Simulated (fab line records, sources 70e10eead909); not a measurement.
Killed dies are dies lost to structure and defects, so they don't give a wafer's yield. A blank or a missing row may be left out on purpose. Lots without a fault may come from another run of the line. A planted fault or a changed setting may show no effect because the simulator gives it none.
fab line records | flow nand_harc | part 2 of 2: steps 32 to 40 of 40
record lots=5 wafers=15 last_day=33
route steps=1302 shown P_ZERO_WELL@28
lots that met no fault: from a run of the same line without faults
start_h: hours from the record's first day to the start of the lot's first wafer shown | wait_h: hours since the lot's step before | " the same as in the row above | L1.1+2: a row that stands for several wafers | - no value, or no start given | * or withheld: withheld | < > ~ a bound
route shown NAME@n: a module of which the file shows steps, and the number in the route of the first | usual: mean/standard deviation of fault-free wafers | same: alike in all rows | chamber/n: place in a boat | sites: the reading at each site | _std_site: their standard deviation | _edge_site: outer sites' mean less inner sites' | radius_mm: how far each site lies from the wafer's centre | mask NAME#n: copy n | behind: the tool/chamber that last shaped the wafer | hold: why the lot was held/for how many hours/how that ended | device: the transistor (n, p or np) that didn't switch | end of line: the same wafers' tests at the end of the route | a step without rows: its recipe alone | killed: dies lost to structure and defects at the first sort, not the wafer's yield | map: a wafer's dies, x killed, . not, _ none there
set.NAME: the setting as run; set.NAME@STEP: as run at that earlier step | model.NAME: the simulator's own value behind a step, which no gauge read
lots at some steps of the route; a table a step, a row a wafer
services: from which hour (start_h, from the record's first day; less than 0 if before it) a tool's chamber was out of use, for how many hours, and why
## steps
# step NHARC_P_ZERO_WELL_CD_MEAS_52
# recipe target_cd_nm=2000 landing_energy_ev=500
# usual cd_nm=2000.0/1.4
# columns lot.wafer tool chamber start_h wait_h cd_nm
L082.1 cd_sem-03 0 105.99 - 1999.1
L082.3 " 0 " " 2001.3
L082.4 " 0 " " 2000.7
L083.1 cd_sem-02 0 115.88 - 1999.4
L083.3 " 0 " " 2000.6
L083.5 " 0 " " 2000.9
L087.1 cd_sem-02 0 155.77 - 2001.6
L087.5 " 0 " " 2001.2
L087.6 " 0 " " 2000.8
L094.1 cd_sem-03 0 228.96 - 2001.6
L094.4 " 0 " " 2000.8
L094.6 " 0 " " 1998.6
L096.1 cd_sem-02 0 245.84 - 1997.5
L096.4 " 0 " " 1997.8
L096.5 " 0 " " 1998.7
# step NHARC_P_ZERO_WELL_HARDBAKE_53
# recipe temp_c=125 time_s=80
# usual plate_temp_C=124.98/0.13
# columns lot.wafer tool chamber start_h wait_h plate_temp_C
L082.1 litho_track-07 0 106.07 - 124.90
L082.3 " 0 " " 125.03
L082.4 " 0 " " 125.08
L083.1 litho_track-07 0 115.96 - 125.18
L083.3 " 0 " " 125.14
L083.5 " 0 " " 124.98
L087.1 litho_track-05 0 155.85 - 124.84
L087.5 " 0 " " 124.99
L087.6 " 0 " " 124.97
L094.1 litho_track-03 0 229.04 - 124.96
L094.4 " 0 " " 125.07
L094.6 " 0 " " 125.05
L096.1 litho_track-03 0 245.92 - 125.08
L096.4 " 0 " " 125.13
L096.5 " 0 " " 125.15
# step NHARC_P_ZERO_WELL_DESCUM_54
# recipe time_s=3 o2_flow_sccm=200 ar_flow_sccm=0 bias_power_w=0 chemistry=O2
# usual drypump_motor_current_A=5.8/0.39 oes_product_au=0.997/0.0063 rf_vpp_V=57.6/0.78 showerhead_plenum_p_Torr=1.86/0.054 throttle_valve_pct=11.309/0.01
# columns lot.wafer tool chamber start_h wait_h drypump_motor_current_A oes_product_au rf_hours_counter_h rf_vpp_V showerhead_plenum_p_Torr throttle_valve_pct
L082.3 rie_diel-04 0 106.15 - 5.6 1.000 34 58.6 1.80 11.312
L082.4 " 2 " " 5.7 0.993 33 57.3 1.94 11.308
L082.1 " 3 " " 6.3 1.000 33 58.4 1.93 11.307
L083.3 rie_diel-04 0 116.06 - 5.6 1.007 35 57.0 1.80 11.322
L083.1 " 1 " " 5.7 0.992 12 57.1 1.79 11.307
L083.5 " 0 " " 5.6 0.990 - 57.2 1.80 11.310
L087.1 rie_diel-04 3 155.95 - 6.3 1.008 51 57.9 1.92 11.325
L087.6 " 1 " " 5.7 1.008 - 56.7 1.78 11.320
L087.5 " 0 " " 5.6 0.997 - 58.6 1.80 11.318
L094.4 rie_diel-07 3 229.13 - 5.4 0.997 31 57.7 1.93 11.319
L094.1 " 1 " " 5.7 0.997 32 56.9 1.88 11.307
L094.6 " 3 " " 5.5 0.996 - 58.2 1.93 11.312
L096.4 rie_diel-07 3 246.00 - 5.4 0.991 36 58.4 1.93 11.305
L096.1 " 2 " " 5.4 1.003 38 58.1 1.83 11.336
L096.5 " 3 " " 5.4 0.991 - 60.1 1.93 11.322
# step NHARC_P_ZERO_WELL_IMPLANT_55
# recipe energy_kev=180 dose_cm2=8e+11 tilt_deg=7
# usual faraday_current_uA=10.20/0.21
# columns lot.wafer tool chamber start_h wait_h faraday_current_uA
L082.1 implanter-01 0 106.29 0.1 10.67
L082.3 " 0 " " 10.27
L082.4 " 0 " " 10.26
L083.1 implanter-01 0 116.19 0.1 10.20
L083.3 " 0 " " 10.55
L083.5 " 0 " " 10.22
L087.1 implanter-01 0 156.11 0.1 10.25
L087.5 " 0 " " 10.22
L087.6 " 0 " " 10.17
L094.1 implanter-01 0 229.27 0.1 10.14
L094.4 " 0 " " 10.36
L094.6 " 0 " " 9.71
L096.1 implanter-02 0 246.15 0.1 10.23
L096.4 " 0 " " 10.13
L096.5 " 0 " " 9.91
# step NHARC_P_ZERO_WELL_IMPLANT_61
# recipe energy_kev=30 dose_cm2=5e+11 tilt_deg=7
# usual faraday_current_uA=6.33/0.14
# columns lot.wafer tool chamber start_h wait_h faraday_current_uA
L082.1 implanter-01 0 106.47 0.1 6.32
L082.3 " 0 " " 6.23
L082.4 " 0 " " 6.39
L083.1 implanter-01 0 116.37 0.2 6.30
L083.3 " 0 " " 6.42
L083.5 " 0 " " 6.46
L087.1 implanter-01 0 156.29 0.2 6.35
L087.5 " 0 " " 6.13
L087.6 " 0 " " 6.37
L094.1 implanter-01 0 229.45 0.1 6.22
L094.4 " 0 " " 6.61
L094.6 " 0 " " 6.22
L096.1 implanter-02 0 246.33 0.1 6.55
L096.4 " 0 " " 6.46
L096.5 " 0 " " 6.37
# step NHARC_P_ZERO_WELL_STRIP_56
# recipe time_s=840 temp_c=130 chemistry=SPM
# usual temp_c=130.00/0.15
# columns lot.wafer tool chamber start_h wait_h temp_c
L082.4 wet_bench-05 3 106.68 0.1 130.41
L082.3 " 4 " " 129.86
L082.1 " 7 " " 130.23
L083.1 wet_bench-02 1 116.58 0.2 129.99
L083.3 " 3 " " 129.90
L083.5 " 4 " " 129.99
L087.1 wet_bench-04 2 156.50 0.2 130.04
L087.5 " 4 " " 130.00
L087.6 " 6 " " 130.08
L094.4 wet_bench-02 5 229.67 0.1 130.45
L094.6 " 7 " " 129.78
L094.1 " 2 " " 130.02
L096.4 wet_bench-05 1 246.54 0.1 130.12
L096.5 " 2 " " 130.11
L096.1 " 4 " " 130.14
# step NHARC_P_ZERO_WELL_PRECLEAN_68
# recipe time_s=60 temp_c=50 bath_age_min=0 chemistry=SC1
# usual nh4oh_flow_mL_min=28.29/0.087 temp_c=50.02/0.11
# columns lot.wafer tool chamber start_h wait_h nh4oh_flow_mL_min temp_c
L082.4 wet_bench-05 3 - - 28.22 49.96
L082.3 " 4 " " 28.19 50.01
L082.1 " 7 " " 28.38 49.94
L083.1 wet_bench-02 1 - - 28.37 50.03
L083.3 " 3 " " 28.45 49.84
L083.5 " 4 " " 28.24 50.14
L087.1 wet_bench-04 2 - - 28.38 50.06
L087.5 " 4 " " 28.27 50.11
L087.6 " 6 " " 28.27 50.01
L094.4 wet_bench-02 5 - - 28.26 49.97
L094.6 " 7 " " 28.32 50.21
L094.1 " 2 " " 28.18 49.98
L096.4 wet_bench-05 1 - - 28.41 50.34
L096.5 " 2 " " 28.34 49.99
L096.1 " 4 " " 28.24 50.01
# step NHARC_P_ZERO_WELL_SRD_69
# columns lot.wafer tool chamber start_h wait_h
L082.4+3+1 wet_bench-05 3,4,7 - -
L083.1+3+5 wet_bench-02 1,3,4 - -
L087.1+5+6 wet_bench-04 2,4,6 - -
L094.4+6+1 wet_bench-02 5,7,2 - -
L096.4+5+1 wet_bench-05 1,2,4 - -
# step NHARC_P_ZERO_WELL_RTA_42
# recipe temp_c=1100 time_s=300
# usual lamp_power_pct=40.1/0.7 lamp_zone_4_pct=40.1/0.7 wafer_temp_C_max=1104.8/1.2
# columns lot.wafer tool chamber start_h wait_h lamp_power_pct lamp_zone_4_pct wafer_temp_C_max
L082.1 rtp_anneal-02 0 107.22 - 40.6 40.6 1104.1
L082.3 " 0 " " 40.6 40.5 1105.4
L082.4 " 0 " " 40.4 40.5 1105.1
L083.1 rtp_anneal-02 0 117.02 - 40.6 40.5 1104.4
L083.3 " 0 " " 40.5 40.6 1103.2
L083.5 " 0 " " 40.6 40.6 1105.3
L087.1 rtp_anneal-01 0 156.95 - 39.2 39.2 1103.7
L087.5 " 0 " " 39.1 39.2 1103.7
L087.6 " 0 " " 39.1 39.1 1103.6
L094.1 rtp_anneal-02 0 230.10 - 40.6 40.6 1104.2
L094.4 " 0 " " 40.8 40.6 1108.0
L094.6 " 0 " " 40.7 40.7 1104.1
L096.1 rtp_anneal-01 0 247.07 - 39.2 39.2 1104.6
L096.4 " 0 " " 39.2 39.1 1102.9
L096.5 " 0 " " 39.2 39.2 1104.9
## services
# columns tool chamber start_h hours kind
wet_bench-05 - 84.80 8.0 pm
rie_diel-12 - 91.78 9.0 pm
wet_bench-02 - 98.21 1.0 repair
implanter-01 - 98.82 4.1 repair
litho_track-03 - 100.00 7.0 pm
implanter-02 - 109.52 14.1 repair
rie_diel-07 1 109.79 4.7 repair
rie_diel-07 - 117.29 9.0 pm
litho_track-05 - 124.00 7.0 pm
rie_diel-04 - 135.56 1.1 repair
implanter-02 - 136.85 3.7 repair
rie_diel-12 0 138.79 6.6 repair
implanter-02 - 146.00 13.0 pm
rie_diel-04 2 146.03 12.4 repair
rie_diel-12 3 165.03 13.8 repair
rie_diel-07 3 173.98 3.1 repair
rie_diel-04 - 178.15 9.0 pm
krf_scanner-04 - 182.00 4.0 pm
krf_scanner-04 - 198.34 0.3 repair
rie_diel-04 2 198.75 6.5 repair
krf_scanner-03 - 214.60 0.7 repair
wet_bench-04 - 227.20 8.0 pm
rie_diel-07 0 232.43 3.9 repair
wet_bench-02 - 244.00 8.0 pm
